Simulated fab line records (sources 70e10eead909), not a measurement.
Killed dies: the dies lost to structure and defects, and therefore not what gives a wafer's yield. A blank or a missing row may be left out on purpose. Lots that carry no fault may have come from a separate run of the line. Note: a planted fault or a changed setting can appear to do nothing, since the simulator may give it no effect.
2 desks, one fault :: flow nandHarc :: every desk sees just its own numbers, and what lay behind them comes last

## DESK OF THE TOOL OWNER: rieDiel-09
The tool's own readings at NHARC_A_CHANNEL_HOLE_D1_ETCH_38 (etches the open film in CF4, target depth 39 nm, time 65 s): means of the sampled wafers that have a number, for each lot that ran on this tool. Marked OUT: a lot whose mean sits more than 4 standard deviations from the usual mean, which makes it out of limits; the brackets give that distance.
Columns: A = drypumpMotorCurrentA at NHARC_A_CHANNEL_HOLE_D1_ETCH_38, usual 5.6 A; B = oesProductAu at NHARC_A_CHANNEL_HOLE_D1_ETCH_38, usual 1.003 a.u.; C = rfVppV at NHARC_A_CHANNEL_HOLE_D1_ETCH_38, usual 150.7 V; D = runLengthS at NHARC_A_CHANNEL_HOLE_D1_ETCH_38, usual 86.3 s; E = showerheadPlenumPTorr at NHARC_A_CHANNEL_HOLE_D1_ETCH_38, usual 1.73 Torr; F = throttleValvePct at NHARC_A_CHANNEL_HOLE_D1_ETCH_38, usual 13.284 %
lot: L904
first seen here: day 9 04:01
A: 5.3
B: 1.005
C: 150.5
D: 86.4
E: 1.73
F: 13.279

lot: L907
first seen here: day 9 18:29
A: 5.6
B: 1.008
C: 150.2
D: 86.3
E: 1.71
F: 13.280

lot: L909
first seen here: day 11 00:10
A: 5.7
B: 1.006
C: 150.4
D: 86.5
E: 1.70
F: 13.283

lot: L910
first seen here: day 11 18:29
A: 5.8
B: 1.014
C: 150.2
D: 86.3
E: 1.67
F: 13.287

lot: L911
first seen here: day 11 18:48
A: 5.6
B: 1.002
C: 150.5
D: 86.2
E: 1.70
F: 13.284

lot: L916
first seen here: day 14 00:30
A: 5.4
B: 1.012
C: 150.0
D: 86.2
E: 1.73
F: 13.291

lot: L922
first seen here: day 16 12:43
A: 5.3
B: 0.996
C: 151.3
D: 68.6 (-41) OUT
E: 1.73
F: 13.286

lot: L923
first seen here: day 16 20:08
A: 5.6
B: 1.003
C: 149.8
D: 68.6 (-41) OUT
E: 1.70
F: 13.285
This desk finds L922, L923 out of limits, L922 being first, at day 16 12:43 (runLengthS at NHARC_A_CHANNEL_HOLE_D1_ETCH_38). L904, L907, L909, L910, L911, L916: within limits.

## THE METROLOGY DESK
Lot by lot, what the gauges showed, no matter which tool ran the lot: averages of those sampled wafers that carry a number. Marked OUT: a lot whose mean sits more than 4 standard deviations from the usual mean, which makes it out of limits; the brackets give that distance.
Columns: A = thkNm at NHARC_A_ONON_D1_THK_MEAS_11, usual 1001 nm
lot: L904
first seen here: day 8 08:35
A: 999

lot: L906
first seen here: day 9 04:16
A: 1008

lot: L907
first seen here: day 9 04:17
A: 996

lot: L908
first seen here: day 9 19:17
A: 997

lot: L909
first seen here: day 10 08:49
A: 1006

lot: L910
first seen here: day 11 04:18
A: 984

lot: L911
first seen here: day 11 04:20
A: 1018

lot: L916
first seen here: day 13 06:56
A: 1013

lot: L922
first seen here: day 15 22:10
A: 992

lot: L923
first seen here: day 16 02:50
A: 1001

lot: L924
first seen here: day 16 07:47
A: 1010
This desk found nothing out of limits on any of the 11 lots.

## BROUGHT TOGETHER
At day 16 12:43, on L922, L923, the tool owner's desk was in a position to raise an alarm.
From the metrology desk's view, nothing was out of limits.
The metrology desk holds a record of L922, L923, inside its limits.
Of the lots named, all ran NHARC_A_CHANNEL_HOLE_D1_ETCH_38 on rieDiel-09.

## WHAT THE SIMULATOR HAD INSERTED
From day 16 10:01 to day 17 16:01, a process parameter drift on rieDiel-09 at NHARC_A_CHANNEL_HOLE_D1_ETCH_38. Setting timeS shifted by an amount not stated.
Lots struck among those shown: L922, L923.
How many hours passed from the start of the fault until each desk's first out-of-limits reading: the tool owner's desk, 3.
